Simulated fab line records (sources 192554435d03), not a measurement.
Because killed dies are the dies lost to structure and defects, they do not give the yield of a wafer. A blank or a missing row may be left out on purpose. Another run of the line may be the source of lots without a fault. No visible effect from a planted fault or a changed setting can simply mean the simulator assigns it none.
fab line records :: flow n5Finfet :: part 2 of 2: steps 5 to 6 of 6
record
  lots=21
  wafers=63
  lastDay=18
route steps=1938 shown MOL_CONTACT_COAG@586 BEOL_M0_SAQP@654
lots that met no fault: from a run of the same line without faults
startH: the number of hours between the record's first day and the start of the first shown wafer of the lot :: waitH: hours since the lot's step before :: " repeats the value in the row above :: L1.1+2: a single row standing in for several wafers :: - no value present, or no start provided :: * or withheld: withheld :: < > ~ a bound
route shown NAME@n: NAME is a module with steps in the file, n the number in the route of the first one :: usual: mean/standard deviation of fault-free wafers :: same: alike in all rows :: chamber/n: place in a boat :: sites: each site's reading :: _std_site: standard deviation across them :: _edge_site: inner sites' mean taken away from outer sites' mean :: radiusMm: for every site, how far away it sits from the centre of the wafer :: mask NAME#n: copy n :: behind: the tool/chamber that last shaped the wafer :: hold: what put the lot on hold/how long, in hours/how the hold closed :: device: which transistor (n, p or np) failed to switch :: end of line: at the end of the route, the tests of the same wafers :: a step without rows: its recipe alone :: killed: at the first sort, the dies lost to defects and structure; wafer yield is something else :: map: dies across one wafer; x = killed, . = not, _ = none there
set.NAME: setting as actually run; set.NAME@STEP: the setting as run at that earlier step :: model.NAME: the simulator's own value behind a step, which no gauge read
a sample of lots followed through the steps of the route, with each step as a table and each wafer as a row
services: the hour from which a tool's chamber was out of use, counted from the record's first day as startH (under 0 if before that day), plus the number of hours and why
## steps
# step N5_BEOL_M0_SAQP_MANDREL1_REMOVE_100
# recipe
  chemistry=HBr/Cl2/O2
  btTimeS=10
  target=a-Si
  stopOn=SiNx
  endpoint=OES-SiCl
  overEtchFrac=0.85
  icpW=600
  biasW=30
  HBr_flow_sccm=150
  Cl2_flow_sccm=80
  O2_flow_sccm=5
  pressureMtorr=10
# usual
  drypumpMotorCurrentA=5.7/0.38
  oesProductAu=1.005/0.015
  rfFwdPowerW=596.4/2.3
  throttleValvePct=36.6/0.3
lot.wafer: L074.1
tool: rieSi-06
chamber: 0
startH: 108.00
waitH: 0.1
drypumpMotorCurrentA: 5.6
oesProductAu: 1.025
rfFwdPowerW: 591.1
rfHoursCounterH: 167
throttleValvePct: 37.0

lot.wafer: L074.4
tool: rieSi-06
chamber: 2
startH: 108.00
waitH: 0.1
drypumpMotorCurrentA: 6.1
oesProductAu: 1.021
rfFwdPowerW: 600.0
rfHoursCounterH: 118
throttleValvePct: 36.6

lot.wafer: L074.5
tool: rieSi-06
chamber: 1
startH: 108.00
waitH: 0.1
drypumpMotorCurrentA: 5.7
oesProductAu: 1.006
rfFwdPowerW: 597.3
rfHoursCounterH: -
throttleValvePct: 36.5

lot.wafer: L075.3
tool: rieSi-01
chamber: 0
startH: 117.55
waitH: 0.1
drypumpMotorCurrentA: 6.2
oesProductAu: 0.999
rfFwdPowerW: 598.3
rfHoursCounterH: 1
throttleValvePct: 36.7

lot.wafer: L075.4
tool: rieSi-01
chamber: 1
startH: 117.55
waitH: 0.1
drypumpMotorCurrentA: 5.1
oesProductAu: 0.983
rfFwdPowerW: 597.7
rfHoursCounterH: 3
throttleValvePct: 36.2

lot.wafer: L075.6
tool: rieSi-01
chamber: 2
startH: 117.55
waitH: 0.1
drypumpMotorCurrentA: 5.7
oesProductAu: 0.988
rfFwdPowerW: 595.4
rfHoursCounterH: -
throttleValvePct: 36.7

lot.wafer: L076.2
tool: rieSi-02
chamber: 0
startH: 122.07
waitH: 0.1
drypumpMotorCurrentA: 5.5
oesProductAu: 0.971
rfFwdPowerW: 596.0
rfHoursCounterH: 106
throttleValvePct: 36.3

lot.wafer: L076.3
tool: rieSi-02
chamber: 1
startH: 122.07
waitH: 0.1
drypumpMotorCurrentA: 4.9
oesProductAu: 0.994
rfFwdPowerW: 597.9
rfHoursCounterH: 14
throttleValvePct: 35.9

lot.wafer: L076.5
tool: rieSi-02
chamber: 3
startH: 122.07
waitH: 0.1
drypumpMotorCurrentA: 6.0
oesProductAu: 1.017
rfFwdPowerW: 591.3
rfHoursCounterH: -
throttleValvePct: 36.5

lot.wafer: L077.2
tool: rieSi-06
chamber: 3
startH: 128.80
waitH: 0.1
drypumpMotorCurrentA: 5.7
oesProductAu: 1.001
rfFwdPowerW: 601.0
rfHoursCounterH: 154
throttleValvePct: 36.8

lot.wafer: L077.3
tool: rieSi-06
chamber: 2
startH: 128.80
waitH: 0.1
drypumpMotorCurrentA: 6.1
oesProductAu: 1.019
rfFwdPowerW: 595.4
rfHoursCounterH: 119
throttleValvePct: 36.7

lot.wafer: L077.5
tool: rieSi-06
chamber: 0
startH: 128.80
waitH: 0.1
drypumpMotorCurrentA: 5.6
oesProductAu: 1.032
rfFwdPowerW: 593.8
rfHoursCounterH: -
throttleValvePct: 37.0

lot.wafer: L078.1
tool: rieSi-06
chamber: 2
startH: 133.29
waitH: 0.1
drypumpMotorCurrentA: 6.1
oesProductAu: 1.020
rfFwdPowerW: 596.1
rfHoursCounterH: 119
throttleValvePct: 36.7

lot.wafer: L078.2
tool: rieSi-06
chamber: 1
startH: 133.29
waitH: 0.1
drypumpMotorCurrentA: 5.7
oesProductAu: 1.006
rfFwdPowerW: 593.2
rfHoursCounterH: 101
throttleValvePct: 36.5

lot.wafer: L078.6
tool: rieSi-06
chamber: 3
startH: 133.29
waitH: 0.1
drypumpMotorCurrentA: 5.7
oesProductAu: 1.005
rfFwdPowerW: 594.5
rfHoursCounterH: -
throttleValvePct: 36.8

lot.wafer: L079.1
tool: rieSi-06
chamber: 1
startH: 140.61
waitH: 0.1
drypumpMotorCurrentA: 5.7
oesProductAu: 1.008
rfFwdPowerW: 597.3
rfHoursCounterH: 101
throttleValvePct: 36.5

lot.wafer: L079.2
tool: rieSi-06
chamber: 3
startH: 140.61
waitH: 0.1
drypumpMotorCurrentA: 5.7
oesProductAu: 1.002
rfFwdPowerW: 596.5
rfHoursCounterH: 154
throttleValvePct: 36.8

lot.wafer: L079.5
tool: rieSi-06
chamber: 3
startH: 140.61
waitH: 0.1
drypumpMotorCurrentA: 5.7
oesProductAu: 1.000
rfFwdPowerW: 594.2
rfHoursCounterH: -
throttleValvePct: 36.7

lot.wafer: L081.2
tool: rieSi-06
chamber: 2
startH: 153.03
waitH: 0.1
drypumpMotorCurrentA: 6.1
oesProductAu: 1.018
rfFwdPowerW: 598.1
rfHoursCounterH: 119
throttleValvePct: 36.6

lot.wafer: L081.5
tool: rieSi-06
chamber: 3
startH: 153.03
waitH: 0.1
drypumpMotorCurrentA: 5.8
oesProductAu: 0.993
rfFwdPowerW: 598.4
rfHoursCounterH: -
throttleValvePct: 36.7

lot.wafer: L081.6
tool: rieSi-06
chamber: 0
startH: 153.03
waitH: 0.1
drypumpMotorCurrentA: 5.6
oesProductAu: 1.018
rfFwdPowerW: 595.6
rfHoursCounterH: -
throttleValvePct: 37.0

lot.wafer: L082.1
tool: rieSi-02
chamber: 0
startH: 157.79
waitH: 0.1
drypumpMotorCurrentA: 5.5
oesProductAu: 0.978
rfFwdPowerW: 597.7
rfHoursCounterH: 107
throttleValvePct: 36.3

lot.wafer: L082.2
tool: rieSi-02
chamber: 2
startH: 157.79
waitH: 0.1
drypumpMotorCurrentA: 5.9
oesProductAu: 0.997
rfFwdPowerW: 596.7
rfHoursCounterH: 135
throttleValvePct: 37.0

lot.wafer: L082.3
tool: rieSi-02
chamber: 1
startH: 157.79
waitH: 0.1
drypumpMotorCurrentA: 4.9
oesProductAu: 0.990
rfFwdPowerW: 596.9
rfHoursCounterH: 14
throttleValvePct: 35.9

lot.wafer: L083.4
tool: rieSi-06
chamber: 0
startH: 168.62
waitH: 0.1
drypumpMotorCurrentA: 5.6
oesProductAu: 1.028
rfFwdPowerW: 597.5
rfHoursCounterH: 168
throttleValvePct: 37.0

lot.wafer: L083.5
tool: rieSi-06
chamber: 3
startH: 168.62
waitH: 0.1
drypumpMotorCurrentA: 5.7
oesProductAu: 1.000
rfFwdPowerW: 598.7
rfHoursCounterH: -
throttleValvePct: 36.7

lot.wafer: L083.6
tool: rieSi-06
chamber: 0
startH: 168.62
waitH: 0.1
drypumpMotorCurrentA: 5.5
oesProductAu: 1.023
rfFwdPowerW: 596.2
rfHoursCounterH: -
throttleValvePct: 37.0

lot.wafer: L084.2
tool: rieSi-01
chamber: 3
startH: 171.32
waitH: 0.1
drypumpMotorCurrentA: 6.4
oesProductAu: 1.006
rfFwdPowerW: 597.9
rfHoursCounterH: 189
throttleValvePct: 36.5

lot.wafer: L084.3
tool: rieSi-01
chamber: 2
startH: 171.32
waitH: 0.1
drypumpMotorCurrentA: 5.7
oesProductAu: 0.992
rfFwdPowerW: 597.2
rfHoursCounterH: 144
throttleValvePct: 36.7

lot.wafer: L084.4
tool: rieSi-01
chamber: 2
startH: 171.32
waitH: 0.1
drypumpMotorCurrentA: 5.7
oesProductAu: 0.990
rfFwdPowerW: 596.0
rfHoursCounterH: -
throttleValvePct: 36.7

lot.wafer: L085.4
tool: rieSi-01
chamber: 3
startH: 176.34
waitH: 0.1
drypumpMotorCurrentA: 6.4
oesProductAu: 1.001
rfFwdPowerW: 596.2
rfHoursCounterH: -
throttleValvePct: 36.6

lot.wafer: L085.5
tool: rieSi-01
chamber: 1
startH: 176.34
waitH: 0.1
drypumpMotorCurrentA: 5.1
oesProductAu: 0.982
rfFwdPowerW: 603.2
rfHoursCounterH: -
throttleValvePct: 36.2

lot.wafer: L085.6
tool: rieSi-01
chamber: 2
startH: 176.34
waitH: 0.1
drypumpMotorCurrentA: 5.7
oesProductAu: 0.993
rfFwdPowerW: 595.3
rfHoursCounterH: -
throttleValvePct: 36.7

lot.wafer: L086.2
tool: rieSi-02
chamber: 0
startH: 180.54
waitH: 0.1
drypumpMotorCurrentA: 5.5
oesProductAu: 0.983
rfFwdPowerW: 599.6
rfHoursCounterH: 107
throttleValvePct: 36.4

lot.wafer: L086.4
tool: rieSi-02
chamber: 1
startH: 180.54
waitH: 0.1
drypumpMotorCurrentA: 4.9
oesProductAu: 0.991
rfFwdPowerW: 595.8
rfHoursCounterH: 15
throttleValvePct: 35.9

lot.wafer: L086.5
tool: rieSi-02
chamber: 0
startH: 180.54
waitH: 0.1
drypumpMotorCurrentA: 5.5
oesProductAu: 0.983
rfFwdPowerW: 600.1
rfHoursCounterH: -
throttleValvePct: 36.3

lot.wafer: L087.2
tool: rieSi-06
chamber: 1
startH: 185.96
waitH: 0.1
drypumpMotorCurrentA: 5.7
oesProductAu: 1.007
rfFwdPowerW: 594.8
rfHoursCounterH: 102
throttleValvePct: 36.5

lot.wafer: L087.3
tool: rieSi-06
chamber: 0
startH: 185.96
waitH: 0.1
drypumpMotorCurrentA: 5.6
oesProductAu: 1.023
rfFwdPowerW: 593.1
rfHoursCounterH: 168
throttleValvePct: 37.0

lot.wafer: L087.6
tool: rieSi-06
chamber: 0
startH: 185.96
waitH: 0.1
drypumpMotorCurrentA: 5.6
oesProductAu: 1.012
rfFwdPowerW: 595.2
rfHoursCounterH: -
throttleValvePct: 37.0

lot.wafer: L088.1
tool: rieSi-06
chamber: 2
startH: 197.67
waitH: 0.1
drypumpMotorCurrentA: 6.1
oesProductAu: 1.005
rfFwdPowerW: 600.6
rfHoursCounterH: 120
throttleValvePct: 36.6

lot.wafer: L088.3
tool: rieSi-06
chamber: 0
startH: 197.67
waitH: 0.1
drypumpMotorCurrentA: 5.6
oesProductAu: 1.013
rfFwdPowerW: 590.8
rfHoursCounterH: 169
throttleValvePct: 37.0

lot.wafer: L088.4
tool: rieSi-06
chamber: 3
startH: 197.67
waitH: 0.1
drypumpMotorCurrentA: 5.7
oesProductAu: 0.993
rfFwdPowerW: 597.7
rfHoursCounterH: 156
throttleValvePct: 36.7

lot.wafer: L090.3
tool: rieSi-06
chamber: 1
startH: 203.90
waitH: 0.1
drypumpMotorCurrentA: 5.7
oesProductAu: 1.003
rfFwdPowerW: 598.9
rfHoursCounterH: 103
throttleValvePct: 36.5

lot.wafer: L090.4
tool: rieSi-06
chamber: 3
startH: 203.90
waitH: 0.1
drypumpMotorCurrentA: 5.7
oesProductAu: 0.988
rfFwdPowerW: 598.9
rfHoursCounterH: 156
throttleValvePct: 36.7

lot.wafer: L090.6
tool: rieSi-06
chamber: 2
startH: 203.90
waitH: 0.1
drypumpMotorCurrentA: 6.1
oesProductAu: 1.007
rfFwdPowerW: 598.7
rfHoursCounterH: -
throttleValvePct: 36.6

lot.wafer: L092.1
tool: rieSi-06
chamber: 1
startH: 215.31
waitH: 0.1
drypumpMotorCurrentA: 5.7
oesProductAu: 1.004
rfFwdPowerW: 595.7
rfHoursCounterH: 103
throttleValvePct: 36.5

lot.wafer: L092.4
tool: rieSi-06
chamber: 2
startH: 215.31
waitH: 0.1
drypumpMotorCurrentA: 6.1
oesProductAu: 1.019
rfFwdPowerW: 596.4
rfHoursCounterH: 120
throttleValvePct: 36.6

lot.wafer: L092.6
tool: rieSi-06
chamber: 1
startH: 215.31
waitH: 0.1
drypumpMotorCurrentA: 5.7
oesProductAu: 1.013
rfFwdPowerW: 596.2
rfHoursCounterH: -
throttleValvePct: 36.5

lot.wafer: L093.1
tool: rieSi-02
chamber: 0
startH: 223.15
waitH: 0.1
drypumpMotorCurrentA: 5.5
oesProductAu: 0.978
rfFwdPowerW: 596.9
rfHoursCounterH: 108
throttleValvePct: 36.3

lot.wafer: L093.2
tool: rieSi-02
chamber: 1
startH: 223.15
waitH: 0.1
drypumpMotorCurrentA: 4.9
oesProductAu: 0.993
rfFwdPowerW: 597.3
rfHoursCounterH: 16
throttleValvePct: 35.9

lot.wafer: L093.6
tool: rieSi-02
chamber: 3
startH: 223.15
waitH: 0.1
drypumpMotorCurrentA: 6.0
oesProductAu: 1.015
rfFwdPowerW: 592.6
rfHoursCounterH: -
throttleValvePct: 36.6

lot.wafer: L094.2
tool: rieSi-06
chamber: 1
startH: 228.28
waitH: 0.1
drypumpMotorCurrentA: 5.7
oesProductAu: 1.009
rfFwdPowerW: 598.4
rfHoursCounterH: 103
throttleValvePct: 36.5

lot.wafer: L094.3
tool: rieSi-06
chamber: 2
startH: 228.28
waitH: 0.1
drypumpMotorCurrentA: 6.1
oesProductAu: 1.017
rfFwdPowerW: 598.2
rfHoursCounterH: 121
throttleValvePct: 36.7

lot.wafer: L094.6
tool: rieSi-06
chamber: 3
startH: 228.28
waitH: 0.1
drypumpMotorCurrentA: 5.8
oesProductAu: 0.996
rfFwdPowerW: 595.8
rfHoursCounterH: -
throttleValvePct: 36.8

lot.wafer: L095.1
tool: rieSi-02
chamber: 3
startH: 236.00
waitH: 0.1
drypumpMotorCurrentA: 6.0
oesProductAu: 1.039
rfFwdPowerW: 593.0
rfHoursCounterH: 8
throttleValvePct: 36.6

lot.wafer: L095.3
tool: rieSi-02
chamber: 0
startH: 236.00
waitH: 0.1
drypumpMotorCurrentA: 5.5
oesProductAu: 0.985
rfFwdPowerW: 597.6
rfHoursCounterH: 108
throttleValvePct: 36.4

lot.wafer: L095.5
tool: rieSi-02
chamber: 1
startH: 236.00
waitH: 0.1
drypumpMotorCurrentA: 4.9
oesProductAu: 0.994
rfFwdPowerW: 595.1
rfHoursCounterH: -
throttleValvePct: 35.9

lot.wafer: L096.1
tool: rieSi-01
chamber: 3
startH: 245.58
waitH: 0.1
drypumpMotorCurrentA: 6.4
oesProductAu: 1.017
rfFwdPowerW: 599.3
rfHoursCounterH: 1
throttleValvePct: 36.8

lot.wafer: L096.2
tool: rieSi-01
chamber: 0
startH: 245.58
waitH: 0.1
drypumpMotorCurrentA: 6.2
oesProductAu: 1.008
rfFwdPowerW: 596.8
rfHoursCounterH: 2
throttleValvePct: 36.7

lot.wafer: L096.5
tool: rieSi-01
chamber: 3
startH: 245.58
waitH: 0.1
drypumpMotorCurrentA: 6.5
oesProductAu: 1.022
rfFwdPowerW: 598.1
rfHoursCounterH: -
throttleValvePct: 36.8

lot.wafer: L097.1
tool: rieSi-02
chamber: 2
startH: 249.51
waitH: 0.1
drypumpMotorCurrentA: 5.8
oesProductAu: 1.019
rfFwdPowerW: 598.0
rfHoursCounterH: 137
throttleValvePct: 37.0

lot.wafer: L097.2
tool: rieSi-02
chamber: 1
startH: 249.51
waitH: 0.1
drypumpMotorCurrentA: 4.9
oesProductAu: 0.983
rfFwdPowerW: 596.8
rfHoursCounterH: 16
throttleValvePct: 35.9

lot.wafer: L097.4
tool: rieSi-02
chamber: 0
startH: 249.51
waitH: 0.1
drypumpMotorCurrentA: 5.5
oesProductAu: 0.980
rfFwdPowerW: 596.4
rfHoursCounterH: 109
throttleValvePct: 36.3
# step N5_BEOL_M0_SAQP_ALD_48
# recipe
  material=SiO2
  targetThkA=200
  tempC=100
  aldPrecursorFamily=BDEAS
  aldCoReactant=O2-plasma
  pulseTimeS=1
  coReactantPulseTimeS=1
  purgeTimeS=2
  coReactantPurgeTimeS=2
  aldCycles=139
  pressureTorr=2
# usual
  heaterPowerW=78/5.3
  precursorPulseHeightRel=1.001/0.02
# same
  coReactantPulseTimeS=1
  coReactantPurgeTimeS=2
lot.wafer: L074.1
tool: aldSin-04
chamber: 2
startH: 110.83
waitH: 0.0
heaterPowerW: 72
precursorPulseHeightRel: 1.034

lot.wafer: L074.4
tool: aldSin-04
chamber: 1
startH: 110.83
waitH: 0.0
heaterPowerW: 77
precursorPulseHeightRel: 1.018

lot.wafer: L074.5
tool: aldSin-04
chamber: 1
startH: 110.83
waitH: 0.0
heaterPowerW: 79
precursorPulseHeightRel: 1.000

lot.wafer: L075.3
tool: aldSin-04
chamber: 1
startH: 120.65
waitH: 0.3
heaterPowerW: 77
precursorPulseHeightRel: 1.027

lot.wafer: L075.4
tool: aldSin-04
chamber: 2
startH: 120.65
waitH: 0.3
heaterPowerW: 70
precursorPulseHeightRel: 1.022

lot.wafer: L075.6
tool: aldSin-04
chamber: 2
startH: 120.65
waitH: 0.3
heaterPowerW: 72
precursorPulseHeightRel: 1.015

lot.wafer: L076.2
tool: aldSin-02
chamber: 3
startH: 124.66
waitH: 0.0
heaterPowerW: 76
precursorPulseHeightRel: 0.999

lot.wafer: L076.3
tool: aldSin-02
chamber: 1
startH: 124.66
waitH: 0.0
heaterPowerW: 72
precursorPulseHeightRel: 1.013

lot.wafer: L076.5
tool: aldSin-02
chamber: 0
startH: 124.66
waitH: 0.0
heaterPowerW: 74
precursorPulseHeightRel: 1.016

lot.wafer: L077.2
tool: aldSin-02
chamber: 2
startH: 131.87
waitH: 0.0
heaterPowerW: 73
precursorPulseHeightRel: 0.980

lot.wafer: L077.3
tool: aldSin-02
chamber: 3
startH: 131.87
waitH: 0.0
heaterPowerW: 78
precursorPulseHeightRel: 0.982

lot.wafer: L077.5
tool: aldSin-02
chamber: 1
startH: 131.87
waitH: 0.0
heaterPowerW: 71
precursorPulseHeightRel: 0.974

lot.wafer: L078.1
tool: aldSin-01
chamber: 2
startH: 135.88
waitH: 0.0
heaterPowerW: 82
precursorPulseHeightRel: 1.033

lot.wafer: L078.2
tool: aldSin-01
chamber: 3
startH: 135.88
waitH: 0.0
heaterPowerW: 86
precursorPulseHeightRel: 0.977

lot.wafer: L078.6
tool: aldSin-01
chamber: 2
startH: 135.88
waitH: 0.0
heaterPowerW: 79
precursorPulseHeightRel: 0.999

lot.wafer: L079.1
tool: aldSin-04
chamber: 2
startH: 143.56
waitH: 0.0
heaterPowerW: 72
precursorPulseHeightRel: 1.013

lot.wafer: L079.2
tool: aldSin-04
chamber: 1
startH: 143.56
waitH: 0.0
heaterPowerW: 78
precursorPulseHeightRel: 0.979

lot.wafer: L079.5
tool: aldSin-04
chamber: 1
startH: 143.56
waitH: 0.0
heaterPowerW: 77
precursorPulseHeightRel: 0.981

lot.wafer: L081.2
tool: aldSin-04
chamber: 0
startH: 155.85
waitH: 0.0
heaterPowerW: 74
precursorPulseHeightRel: 1.013

lot.wafer: L081.5
tool: aldSin-04
chamber: 0
startH: 155.85
waitH: 0.0
heaterPowerW: 79
precursorPulseHeightRel: 0.976

lot.wafer: L081.6
tool: aldSin-04
chamber: 3
startH: 155.85
waitH: 0.0
heaterPowerW: 84
precursorPulseHeightRel: 1.012

lot.wafer: L082.1
tool: aldSin-04
chamber: 1
startH: 160.55
waitH: 0.0
heaterPowerW: 78
precursorPulseHeightRel: 0.992

lot.wafer: L082.2
tool: aldSin-04
chamber: 3
startH: 160.55
waitH: 0.0
heaterPowerW: 86
precursorPulseHeightRel: 1.015

lot.wafer: L082.3
tool: aldSin-04
chamber: 2
startH: 160.55
waitH: 0.0
heaterPowerW: 72
precursorPulseHeightRel: 1.009

lot.wafer: L083.4
tool: aldSin-04
chamber: 0
startH: 171.68
waitH: 0.0
heaterPowerW: 77
precursorPulseHeightRel: 0.977

lot.wafer: L083.5
tool: aldSin-04
chamber: 2
startH: 171.68
waitH: 0.0
heaterPowerW: 70
precursorPulseHeightRel: 1.037

lot.wafer: L083.6
tool: aldSin-04
chamber: 1
startH: 171.68
waitH: 0.0
heaterPowerW: 78
precursorPulseHeightRel: 1.036

lot.wafer: L084.2
tool: aldSin-04
chamber: 1
startH: 174.70
waitH: 0.6
heaterPowerW: 77
precursorPulseHeightRel: 0.970

lot.wafer: L084.3
tool: aldSin-04
chamber: 0
startH: 174.70
waitH: 0.6
heaterPowerW: 74
precursorPulseHeightRel: 1.003

lot.wafer: L084.4
tool: aldSin-04
chamber: 3
startH: 174.70
waitH: 0.6
heaterPowerW: 82
precursorPulseHeightRel: 0.999

lot.wafer: L085.4
tool: aldSin-04
chamber: 2
startH: 179.29
waitH: 0.0
heaterPowerW: 74
precursorPulseHeightRel: 0.995

lot.wafer: L085.5
tool: aldSin-04
chamber: 0
startH: 179.29
waitH: 0.0
heaterPowerW: 72
precursorPulseHeightRel: 0.980

lot.wafer: L085.6
tool: aldSin-04
chamber: 3
startH: 179.29
waitH: 0.0
heaterPowerW: 84
precursorPulseHeightRel: 0.972

lot.wafer: L086.2
tool: aldSin-04
chamber: 0
startH: 183.69
waitH: 0.0
heaterPowerW: 76
precursorPulseHeightRel: 1.014

lot.wafer: L086.4
tool: aldSin-04
chamber: 3
startH: 183.69
waitH: 0.0
heaterPowerW: 87
precursorPulseHeightRel: 0.995

lot.wafer: L086.5
tool: aldSin-04
chamber: 0
startH: 183.69
waitH: 0.0
heaterPowerW: 73
precursorPulseHeightRel: 0.994

lot.wafer: L087.2
tool: aldSin-04
chamber: 3
startH: 188.87
waitH: 0.0
heaterPowerW: 85
precursorPulseHeightRel: 1.017

lot.wafer: L087.3
tool: aldSin-04
chamber: 1
startH: 188.87
waitH: 0.0
heaterPowerW: 75
precursorPulseHeightRel: 0.999

lot.wafer: L087.6
tool: aldSin-04
chamber: 3
startH: 188.87
waitH: 0.0
heaterPowerW: 85
precursorPulseHeightRel: 1.020

lot.wafer: L088.1
tool: aldSin-02
chamber: 2
startH: 200.28
waitH: 0.0
heaterPowerW: 73
precursorPulseHeightRel: 0.991

lot.wafer: L088.3
tool: aldSin-02
chamber: 0
startH: 200.28
waitH: 0.0
heaterPowerW: 72
precursorPulseHeightRel: 1.022

lot.wafer: L088.4
tool: aldSin-02
chamber: 1
startH: 200.28
waitH: 0.0
heaterPowerW: 70
precursorPulseHeightRel: 1.002

lot.wafer: L090.3
tool: aldSin-01
chamber: 3
startH: 206.68
waitH: 0.0
heaterPowerW: 87
precursorPulseHeightRel: 1.031

lot.wafer: L090.4
tool: aldSin-01
chamber: 1
startH: 206.68
waitH: 0.0
heaterPowerW: 82
precursorPulseHeightRel: 0.996

lot.wafer: L090.6
tool: aldSin-01
chamber: 3
startH: 206.68
waitH: 0.0
heaterPowerW: 87
precursorPulseHeightRel: 0.950

lot.wafer: L092.1
tool: aldSin-02
chamber: 3
startH: 218.18
waitH: 0.0
heaterPowerW: 79
precursorPulseHeightRel: 1.006

lot.wafer: L092.4
tool: aldSin-02
chamber: 0
startH: 218.18
waitH: 0.0
heaterPowerW: 73
precursorPulseHeightRel: 1.008

lot.wafer: L092.6
tool: aldSin-02
chamber: 0
startH: 218.18
waitH: 0.0
heaterPowerW: 73
precursorPulseHeightRel: 1.000

lot.wafer: L093.1
tool: aldSin-04
chamber: 2
startH: 225.73
waitH: 0.0
heaterPowerW: 71
precursorPulseHeightRel: 1.006

lot.wafer: L093.2
tool: aldSin-04
chamber: 1
startH: 225.73
waitH: 0.0
heaterPowerW: 78
precursorPulseHeightRel: 0.977

lot.wafer: L093.6
tool: aldSin-04
chamber: 2
startH: 225.73
waitH: 0.0
heaterPowerW: 74
precursorPulseHeightRel: 0.975

lot.wafer: L094.2
tool: aldSin-04
chamber: 1
startH: 231.31
waitH: 0.0
heaterPowerW: 79
precursorPulseHeightRel: 1.007

lot.wafer: L094.3
tool: aldSin-04
chamber: 3
startH: 231.31
waitH: 0.0
heaterPowerW: 86
precursorPulseHeightRel: 1.007

lot.wafer: L094.6
tool: aldSin-04
chamber: 1
startH: 231.31
waitH: 0.0
heaterPowerW: 78
precursorPulseHeightRel: 0.999

lot.wafer: L095.1
tool: aldSin-02
chamber: 1
startH: 239.29
waitH: 0.0
heaterPowerW: 73
precursorPulseHeightRel: 0.969

lot.wafer: L095.3
tool: aldSin-02
chamber: 3
startH: 239.29
waitH: 0.0
heaterPowerW: 78
precursorPulseHeightRel: 1.009

lot.wafer: L095.5
tool: aldSin-02
chamber: 0
startH: 239.29
waitH: 0.0
heaterPowerW: 74
precursorPulseHeightRel: 0.996

lot.wafer: L096.1
tool: aldSin-02
chamber: 1
startH: 248.31
waitH: 0.0
heaterPowerW: 70
precursorPulseHeightRel: 1.031

lot.wafer: L096.2
tool: aldSin-02
chamber: 3
startH: 248.31
waitH: 0.0
heaterPowerW: 78
precursorPulseHeightRel: 1.020

lot.wafer: L096.5
tool: aldSin-02
chamber: 2
startH: 248.31
waitH: 0.0
heaterPowerW: 73
precursorPulseHeightRel: 1.020

lot.wafer: L097.1
tool: aldSin-01
chamber: 0
startH: 252.23
waitH: 0.0
heaterPowerW: 85
precursorPulseHeightRel: 0.985

lot.wafer: L097.2
tool: aldSin-01
chamber: 3
startH: 252.23
waitH: 0.0
heaterPowerW: 85
precursorPulseHeightRel: 0.990

lot.wafer: L097.4
tool: aldSin-01
chamber: 2
startH: 252.23
waitH: 0.0
heaterPowerW: 80
precursorPulseHeightRel: 1.009
## services
tool: rieDiel-01
chamber: 3
startH: 74.90
hours: 5.1
kind: repair

tool: rieSi-01
chamber: 3
startH: 81.23
hours: 9.7
kind: repair

tool: aldSin-02
chamber: -
startH: 85.25
hours: 14.0
kind: pm

tool: rieDiel-06
chamber: 0
startH: 93.20
hours: 17.5
kind: repair

tool: aldSin-04
chamber: 0
startH: 100.88
hours: 8.9
kind: repair

tool: rieDiel-05
chamber: 2
startH: 111.68
hours: 4.3
kind: repair

tool: rieSi-02
chamber: 2
startH: 119.32
hours: 7.9
kind: repair

tool: rieSi-01
chamber: 3
startH: 127.17
hours: 14.5
kind: repair

tool: rieSi-01
chamber: -
startH: 135.75
hours: 0.1
kind: repair

tool: rieDiel-04
chamber: -
startH: 146.76
hours: 2.8
kind: pm

tool: rieDiel-05
chamber: 0
startH: 153.50
hours: 6.6
kind: repair

tool: rieDiel-04
chamber: 2
startH: 163.49
hours: 3.9
kind: repair

tool: rieSi-01
chamber: 0
startH: 165.37
hours: 12.0
kind: repair

tool: rieSi-01
chamber: 1
startH: 168.08
hours: 2.8
kind: repair

tool: rieSi-06
chamber: 0
startH: 187.32
hours: 1.8
kind: repair

tool: rieDiel-05
chamber: -
startH: 198.73
hours: 14.6
kind: pm

tool: rieSi-02
chamber: 3
startH: 202.15
hours: 2.4
kind: repair

tool: aldSin-04
chamber: 2
startH: 202.84
hours: 1.5
kind: repair

tool: rieSi-06
chamber: 2
startH: 204.79
hours: 5.0
kind: repair

tool: rieDiel-01
chamber: -
startH: 207.15
hours: 2.3
kind: repair

tool: aldSin-04
chamber: 3
startH: 216.15
hours: 3.2
kind: repair

tool: rieDiel-01
chamber: -
startH: 229.78
hours: 2.5
kind: repair

tool: rieDiel-05
chamber: 0
startH: 231.06
hours: 1.6
kind: repair

tool: rieDiel-06
chamber: -
startH: 236.71
hours: 0.9
kind: repair
